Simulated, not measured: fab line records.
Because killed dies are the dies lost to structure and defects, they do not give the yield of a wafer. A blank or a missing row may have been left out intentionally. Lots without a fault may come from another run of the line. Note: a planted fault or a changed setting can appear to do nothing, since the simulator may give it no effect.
Which tool was responsible? / flow nand-harc / Sampling: 13 lots, 39 wafers, 5 of 1302 route steps

== WHAT EACH GAUGE READ, for each wafer ==
NHARC_A_CONTACT_OVL_MEAS_70.
lot=L180; measured=day 22 12:01; on=overlay-01; overlay-x-nm (nm)=-0.8 -0.6 -1.1; overlay-y-nm (nm)=-0.1 0.5 -0.2
lot=L181; measured=day 22 19:31; on=overlay-01; overlay-x-nm (nm)=0.2 -0.1 0.2; overlay-y-nm (nm)=1.0 1.5 0.7
lot=L184; measured=day 24 07:47; on=overlay-02; overlay-x-nm (nm)=0.3 -0.1 -0.3; overlay-y-nm (nm)=0.8 1.3 0.8
lot=L185; measured=day 24 16:07; on=overlay-01; overlay-x-nm (nm)=-0.8 -0.8 -1.0; overlay-y-nm (nm)=0.2 -0.4 -0.1
lot=L187; measured=day 25 03:10; on=overlay-02; overlay-x-nm (nm)=0.2 0.9 0.6; overlay-y-nm (nm)=-0.2 -0.4 0.1
lot=L192; measured=day 26 14:53; on=overlay-02; overlay-x-nm (nm)=1.0 0.5 0.0; overlay-y-nm (nm)=1.2 0.3 1.3
lot=L193; measured=day 27 09:34; on=overlay-02; overlay-x-nm (nm)=-0.3 -0.5 0.1; overlay-y-nm (nm)=0.2 0.7 0.6
lot=L196; measured=day 27 21:25; on=overlay-02; overlay-x-nm (nm)=0.8 0.2 0.0; overlay-y-nm (nm)=-0.2 -0.3 0.2
lot=L194; measured=day 28 02:28; on=overlay-02; overlay-x-nm (nm)=-0.4 -0.2 -0.1; overlay-y-nm (nm)=0.7 0.7 0.6
lot=L197; measured=day 30 00:59; on=overlay-01; overlay-x-nm (nm)=-0.1 0.3 0.4; overlay-y-nm (nm)=0.1 -1.0 0.0
lot=L199; measured=day 30 04:28; on=overlay-01; overlay-x-nm (nm)=0.6 0.5 0.1; overlay-y-nm (nm)=0.0 0.5 0.1
lot=L200; measured=day 30 13:22; on=overlay-02; overlay-x-nm (nm)=-1.1 -0.9 -1.3; overlay-y-nm (nm)=0.1 -0.2 -0.1
lot=L202; measured=day 31 03:41; on=overlay-01; overlay-x-nm (nm)=-0.8 -1.0 -1.2; overlay-y-nm (nm)=0.3 -0.4 -0.7

NHARC_END_SORT_01.
lot=L181; measured=day 26 02:17; on=prober-01; killed-at-array=673 673 668; killed-at-other=1 2 1; killed-at-periphery=3 2 8; killed-dies=677 677 677; killed-open=2 3 2; killed-short=5 2 2
lot=L184; measured=day 27 00:02; on=prober-02; killed-at-array=668 672 676; killed-at-other=0 0 0; killed-at-periphery=9 5 1; killed-dies=677 677 677; killed-open=4 4 1; killed-short=3 3 5
lot=L185; measured=day 27 06:09; on=prober-01; killed-at-array=676 674 673; killed-at-other=0 1 0; killed-at-periphery=1 2 4; killed-dies=677 677 677; killed-open=5 4 1; killed-short=2 0 3

== WHICH TOOL RAN EACH LOT (tool, then ch and the chambers of the sampled wafers, then the start) ==
lot=L180; NHARC_A_CONTACT_DEP_57=acl-dep-03 ch 0, day 22 08:38; NHARC_A_CONTACT_ETCH_125=har-cap-etch-02 ch 0,1, day 22 13:52; NHARC_A_CONTACT_ETCH_130=har-cap-etch-02 ch 0,1, day 22 14:44
lot=L181; NHARC_A_CONTACT_DEP_57=acl-dep-03 ch 0, day 22 15:59; NHARC_A_CONTACT_ETCH_125=har-cap-etch-02 ch 0,1, day 22 21:21; NHARC_A_CONTACT_ETCH_130=har-cap-etch-02 ch 0,1, day 22 22:14
lot=L184; NHARC_A_CONTACT_DEP_57=acl-dep-02 ch 0, day 24 04:14; NHARC_A_CONTACT_ETCH_125=har-cap-etch-02 ch 1, day 24 09:53; NHARC_A_CONTACT_ETCH_130=har-cap-etch-02 ch 1, day 24 10:46
lot=L185; NHARC_A_CONTACT_DEP_57=acl-dep-03 ch 0, day 24 12:42; NHARC_A_CONTACT_ETCH_125=har-cap-etch-01 ch 0,1, day 24 17:59; NHARC_A_CONTACT_ETCH_130=har-cap-etch-01 ch 0,1, day 24 18:52
lot=L187; NHARC_A_CONTACT_DEP_57=acl-dep-01 ch 0, day 25 00:48; NHARC_A_CONTACT_ETCH_125=har-cap-etch-03 ch 0,1, day 25 05:53; NHARC_A_CONTACT_ETCH_130=har-cap-etch-03 ch 0,1, day 25 07:04
lot=L192; NHARC_A_CONTACT_DEP_57=acl-dep-01 ch 0, day 26 10:42; NHARC_A_CONTACT_ETCH_125=har-cap-etch-01 ch 0,1, day 26 16:48; NHARC_A_CONTACT_ETCH_130=har-cap-etch-01 ch 0,1, day 26 17:59
lot=L193; NHARC_A_CONTACT_DEP_57=acl-dep-02 ch 0, day 27 05:41; NHARC_A_CONTACT_ETCH_125=har-cap-etch-03 ch 0,1, day 27 11:23; NHARC_A_CONTACT_ETCH_130=har-cap-etch-03 ch 0,1, day 27 12:16
lot=L196; NHARC_A_CONTACT_DEP_57=acl-dep-02 ch 0, day 27 17:31; NHARC_A_CONTACT_ETCH_125=har-cap-etch-03 ch 0,1, day 27 23:18; NHARC_A_CONTACT_ETCH_130=har-cap-etch-03 ch 0,1, day 28 00:29
lot=L194; NHARC_A_CONTACT_DEP_57=acl-dep-02 ch 0, day 27 22:32; NHARC_A_CONTACT_ETCH_125=har-cap-etch-02 ch 0,1, day 28 04:20; NHARC_A_CONTACT_ETCH_130=har-cap-etch-02 ch 0,1, day 28 05:13
lot=L197; NHARC_A_CONTACT_DEP_57=acl-dep-02 ch 0, day 29 20:50; NHARC_A_CONTACT_ETCH_125=har-cap-etch-02 ch 0,1, day 30 03:01; NHARC_A_CONTACT_ETCH_130=har-cap-etch-02 ch 0,1, day 30 03:54
lot=L199; NHARC_A_CONTACT_DEP_57=acl-dep-03 ch 0, day 30 00:32; NHARC_A_CONTACT_ETCH_125=har-cap-etch-03 ch 0,1, day 30 06:20; NHARC_A_CONTACT_ETCH_130=har-cap-etch-03 ch 0,1, day 30 07:13
lot=L200; NHARC_A_CONTACT_DEP_57=acl-dep-03 ch 0, day 30 09:21; NHARC_A_CONTACT_ETCH_125=har-cap-etch-02 ch 0,1, day 30 15:22; NHARC_A_CONTACT_ETCH_130=har-cap-etch-02 ch 0,1, day 30 16:15
lot=L202; NHARC_A_CONTACT_DEP_57=acl-dep-02 ch 0, day 30 23:46; NHARC_A_CONTACT_ETCH_125=har-cap-etch-01 ch 0,1, day 31 05:50; NHARC_A_CONTACT_ETCH_130=har-cap-etch-01 ch 0,1, day 31 06:43
- NHARC_A_CONTACT_DEP_57: deposits aC, target thk 5300 nm.
- NHARC_A_CONTACT_ETCH_125: etches the open film in C4F8/O2/Ar, time 197 s, target depth 1918 nm.
- NHARC_A_CONTACT_ETCH_130: etches the open film in C4F8/O2/Ar, time 197 s, target depth 1918 nm.

== AS READ BY THE TOOLS THEMSELVES (means over the sampled wafers that have a number; for cases with no such wafer, the mark the record gives instead) ==
NHARC_A_CONTACT_DEP_57.
lot=L180; tool=acl-dep-03; throttle-valve-pct (%)=34.998
lot=L181; tool=acl-dep-03; throttle-valve-pct (%)=35.003
lot=L184; tool=acl-dep-02; throttle-valve-pct (%)=35.004
lot=L185; tool=acl-dep-03; throttle-valve-pct (%)=35.001
lot=L187; tool=acl-dep-01; throttle-valve-pct (%)=34.990
lot=L192; tool=acl-dep-01; throttle-valve-pct (%)=34.998
lot=L193; tool=acl-dep-02; throttle-valve-pct (%)=34.992
lot=L196; tool=acl-dep-02; throttle-valve-pct (%)=35.009
lot=L194; tool=acl-dep-02; throttle-valve-pct (%)=34.994
lot=L197; tool=acl-dep-02; throttle-valve-pct (%)=34.994
lot=L199; tool=acl-dep-03; throttle-valve-pct (%)=35.002
lot=L200; tool=acl-dep-03; throttle-valve-pct (%)=34.996
lot=L202; tool=acl-dep-02; throttle-valve-pct (%)=35.000

NHARC_A_CONTACT_ETCH_125.
lot=L180; tool=har-cap-etch-02; chamber-pressure-mTorr (mTorr)=20.004; oes-air-line-au (a.u.)=1.018
lot=L181; tool=har-cap-etch-02; chamber-pressure-mTorr (mTorr)=-; oes-air-line-au (a.u.)=-
lot=L184; tool=har-cap-etch-02; chamber-pressure-mTorr (mTorr)=-; oes-air-line-au (a.u.)=-
lot=L185; tool=har-cap-etch-01; chamber-pressure-mTorr (mTorr)=-; oes-air-line-au (a.u.)=-
lot=L187; tool=har-cap-etch-03; chamber-pressure-mTorr (mTorr)=19.975; oes-air-line-au (a.u.)=0.992
lot=L192; tool=har-cap-etch-01; chamber-pressure-mTorr (mTorr)=19.982; oes-air-line-au (a.u.)=0.995
lot=L193; tool=har-cap-etch-03; chamber-pressure-mTorr (mTorr)=19.995; oes-air-line-au (a.u.)=1.006
lot=L196; tool=har-cap-etch-03; chamber-pressure-mTorr (mTorr)=20.010; oes-air-line-au (a.u.)=1.003
lot=L194; tool=har-cap-etch-02; chamber-pressure-mTorr (mTorr)=20.004; oes-air-line-au (a.u.)=0.990
lot=L197; tool=har-cap-etch-02; chamber-pressure-mTorr (mTorr)=19.996; oes-air-line-au (a.u.)=1.034
lot=L199; tool=har-cap-etch-03; chamber-pressure-mTorr (mTorr)=19.999; oes-air-line-au (a.u.)=0.994
lot=L200; tool=har-cap-etch-02; chamber-pressure-mTorr (mTorr)=19.998; oes-air-line-au (a.u.)=0.978
lot=L202; tool=har-cap-etch-01; chamber-pressure-mTorr (mTorr)=19.999; oes-air-line-au (a.u.)=0.993

NHARC_A_CONTACT_ETCH_130.
lot=L180; tool=har-cap-etch-02; chamber-pressure-mTorr (mTorr)=19.999; oes-air-line-au (a.u.)=0.984
lot=L181; tool=har-cap-etch-02; chamber-pressure-mTorr (mTorr)=20.019; oes-air-line-au (a.u.)=0.982
lot=L184; tool=har-cap-etch-02; chamber-pressure-mTorr (mTorr)=19.987; oes-air-line-au (a.u.)=0.991
lot=L185; tool=har-cap-etch-01; chamber-pressure-mTorr (mTorr)=19.986; oes-air-line-au (a.u.)=1.003
lot=L187; tool=har-cap-etch-03; chamber-pressure-mTorr (mTorr)=20.002; oes-air-line-au (a.u.)=1.003
lot=L192; tool=har-cap-etch-01; chamber-pressure-mTorr (mTorr)=20.001; oes-air-line-au (a.u.)=0.988
lot=L193; tool=har-cap-etch-03; chamber-pressure-mTorr (mTorr)=20.002; oes-air-line-au (a.u.)=0.990
lot=L196; tool=har-cap-etch-03; chamber-pressure-mTorr (mTorr)=20.015; oes-air-line-au (a.u.)=0.998
lot=L194; tool=har-cap-etch-02; chamber-pressure-mTorr (mTorr)=19.986; oes-air-line-au (a.u.)=1.002
lot=L197; tool=har-cap-etch-02; chamber-pressure-mTorr (mTorr)=20.013; oes-air-line-au (a.u.)=1.008
lot=L199; tool=har-cap-etch-03; chamber-pressure-mTorr (mTorr)=19.995; oes-air-line-au (a.u.)=0.991
lot=L200; tool=har-cap-etch-02; chamber-pressure-mTorr (mTorr)=19.986; oes-air-line-au (a.u.)=1.003
lot=L202; tool=har-cap-etch-01; chamber-pressure-mTorr (mTorr)=20.008; oes-air-line-au (a.u.)=1.023

== THE ANSWER, worked out from the rows above alone ==
Rule: what is usual is taken from the lots themselves. The widest of any qualifying gaps counts: lots, ordered by their means at a reading, are off when they make up no more than a third of the lots, leave a main group of 4 or more, and stand apart from it by 3 or more times the standard deviation of that group's means. The tables above print the reading to a certain number of digits; a main group whose means all agree to those digits is not used. Also off: a lot with no number at a reading for which 4 or more lots have one. The other lots that the step has rows for count as sound. The gauges are gone through in route order, then the tools' own readings, and for those a lot's mean is taken as printed above. The first step at which some lot is off is used, and at that step the reading that is off furthest; a lot without a number counts as furthest.
Off at NHARC_A_CONTACT_ETCH_125 (chamber-pressure-mTorr): L181, L184, L185. Without a number there: L181, L184, L185. Mean 19.996 mTorr and standard deviation 0.0099 in the main group.
A tool fits if, at that step or a process step before it, it ran every lot that is off, and no sound lot after the first of them. No candidate that was tried fits.

== WHAT THE SIMULATOR HAD PUT IN ==
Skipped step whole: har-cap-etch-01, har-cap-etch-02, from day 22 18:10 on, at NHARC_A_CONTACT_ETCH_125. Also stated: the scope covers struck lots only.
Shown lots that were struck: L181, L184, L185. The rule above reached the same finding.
